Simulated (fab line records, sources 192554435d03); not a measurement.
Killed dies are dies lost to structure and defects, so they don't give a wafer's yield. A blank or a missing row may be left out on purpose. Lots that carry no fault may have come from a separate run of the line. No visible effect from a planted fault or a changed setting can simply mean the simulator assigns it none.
Split-lot study ; flow n5Finfet ; 21 wafers read from 7 lots, route of 1938 steps

== THE SPLIT ITSELF ==
At N5_HKMG_FIN_EXPOSE_09 (exposes mask NWFM), the setting doseMj was moved away from the recipe's 39.25 on 11 of the 21 wafers read, by -4.2% to +6.7%. This setting was run at the recipe's value on the other wafers.

== FROM THE SPLIT TO THE READING: what the file shows between them, 2 steps ==
- N5_HKMG_FIN_PEB_10: peb time 60 s
- N5_HKMG_FIN_DEVELOP_11: develop time 30 s

== THE READING ==
cdNm at N5_HKMG_FIN_CD_MEAS_12, given in nm (cd target 92.8 nm). Typical for fault-free wafers on this fab line: 92.7 nm, with standard deviation 0.56 nm.

wafer;tool, chamber at the split;doseMj as run;against the recipe;cdNm, nm;against lot-mates on the recipe
L075.1;arfiScanner-01, 0;39.25;recipe;92.4;-
L075.2;arfiScanner-01, 0;39.25;recipe;92.3;-
L075.3;arfiScanner-01, 0;41.79;+6.5%;97.4;+5.1
L076.2;arfiScanner-02, 0;37.59;-4.2%;90.1;-1.7
L076.4;arfiScanner-02, 0;37.59;-4.2%;89.1;-2.7
L076.6;arfiScanner-02, 0;39.25;recipe;91.8;-
L081.2;arfiScanner-02, 0;39.25;recipe;92.4;-
L081.3;arfiScanner-02, 0;39.25;recipe;92.4;-
L081.6;arfiScanner-02, 0;39.25;recipe;91.7;-
L086.1;arfiScanner-01, 0;38.46;-2.0%;91.8;-1.3
L086.3;arfiScanner-01, 0;38.46;-2.0%;91.9;-1.2
L086.5;arfiScanner-01, 0;39.25;recipe;93.1;-
L087.3;arfiScanner-01, 0;39.25;recipe;92.9;-
L087.4;arfiScanner-01, 0;41.88;+6.7%;96.3;+3.8
L087.5;arfiScanner-01, 0;39.25;recipe;92.0;-
L091.2;arfiScanner-02, 0;41.18;+4.9%;95.3;+2.7
L091.3;arfiScanner-02, 0;41.18;+4.9%;95.0;+2.4
L091.4;arfiScanner-02, 0;39.25;recipe;92.6;-
L092.1;arfiScanner-03, 0;38.13;-2.9%;91.6;no lot-mate on the recipe
L092.4;arfiScanner-03, 0;38.13;-2.9%;91.0;no lot-mate on the recipe
L092.6;arfiScanner-03, 0;38.13;-2.9%;90.7;no lot-mate on the recipe

THE FIT
A straight line over all 21 wafers: cdNm changes by +0.601 nm for each +1% of doseMj; r = +0.97; the points scatter about the line by 0.53 nm.
The same after taking each lot's own level away (the mean of its wafers on the recipe; 18 wafers): +0.596 nm for each +1%; r = +0.97; scatter 0.45 nm.
Per that fit: largest doseMj move, reading shift of 4 nm.
Across the lots, their own levels run from 91.80 to 93.10 nm, a range of 2.3 times the standard deviation given above.
So the lot-to-lot level changes the slope little: the two slopes agree.
Check: +4.11 nm against its lot-mates is what the line predicts for one of the wafers moved furthest among these (+6.7%) when that wafer is left out of the fit. It came out at +3.85 nm against them.

== OTHER SPLITS APPLIED TO THESE WAFERS ==
Note: prior to the reading, these wafers also went through further splits. Each is held against what the fit with the lots' levels taken away leaves over:
other split on the same wafers;wafers away from the commonest value;r with cdNm (lot level and that fit taken away)
N5_SD_EPI_N_EPI_21 epiGrowthTimeS;5;+0.16
N5_ILD0_CMP_03 downForcePsi;8;+0.00
N5_SDB_HM_DEP_00 timeS;2;-0.06
N5_HKMG_FIN_COAT_06 spinRpm;10;+0.55

== FILE'S OWN FIT ==
cdNm changes by +0.625 nm for each +1% of doseMj, r = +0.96.
